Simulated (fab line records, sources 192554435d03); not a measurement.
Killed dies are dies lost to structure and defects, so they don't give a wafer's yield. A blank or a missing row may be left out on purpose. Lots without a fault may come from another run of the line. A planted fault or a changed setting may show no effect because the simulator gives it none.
Chamber matching | flow n5_finfet | N5_HKMG_FIN_ALD_74 on ald_hk-02: 4 sister chambers
The step deposits La2O3, target thk 0.5 nm, pulse time 6 s, co reactant pulse time 1 s. 4 wafers are shown with their chamber, then 11 later ones without.

WAFERS WITH THEIR CHAMBER
wafer  | chamber | heater_power_w (W)
L081.1 | 3       | 339
L088.1 | 2       | 320
L088.3 | 1       | 341
L089.3 | 0       | 366

WAFERS WITHOUT THEIR CHAMBER
wafer  | heater_power_w (W)
L089.4 | 314
L089.6 | 336
L091.2 | 364
L091.4 | 342
L091.5 | 338
L095.2 | 326
L095.3 | 335
L095.5 | 339
L096.2 | 359
L096.4 | 333
L096.6 | 315

WHICH CHAMBER EACH WENT THROUGH
wafer  | from the rows above          | in truth
L089.4 | 2                            | 2
L089.6 | can't be placed: 3 or 1      | 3
L091.2 | 0                            | 0
L091.4 | can't be placed: 1 or 3      | 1
L091.5 | can't be placed: 3 or 1      | 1
L095.2 | can't be placed: 2 or 3      | 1
L095.3 | can't be placed: 3 or 1      | 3
L095.5 | can't be placed: 3 or 1      | 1
L096.2 | 0                            | 0
L096.4 | can't be placed: 3 or 1 or 2 | 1
L096.6 | 2                            | 2
Placed correctly: 4 of 11. Can't be placed from these rows: 7 (the true chamber is among the candidates in 6). Placed wrongly: 0.
How it was worked out, from the rows above alone: a wafer's distance from a chamber is the root of the sum, over the readings, of the square of ((its reading less the chamber's mean) divided by the reading's scatter). The wafer belongs to the nearest chamber; if the next one is less than 2 further off, it can't be placed. A chamber's mean is the mean of its shown wafers. The scatter: with one shown wafer a chamber, the root of the mean of the squares of how far each hidden wafer lies from its nearest shown one.
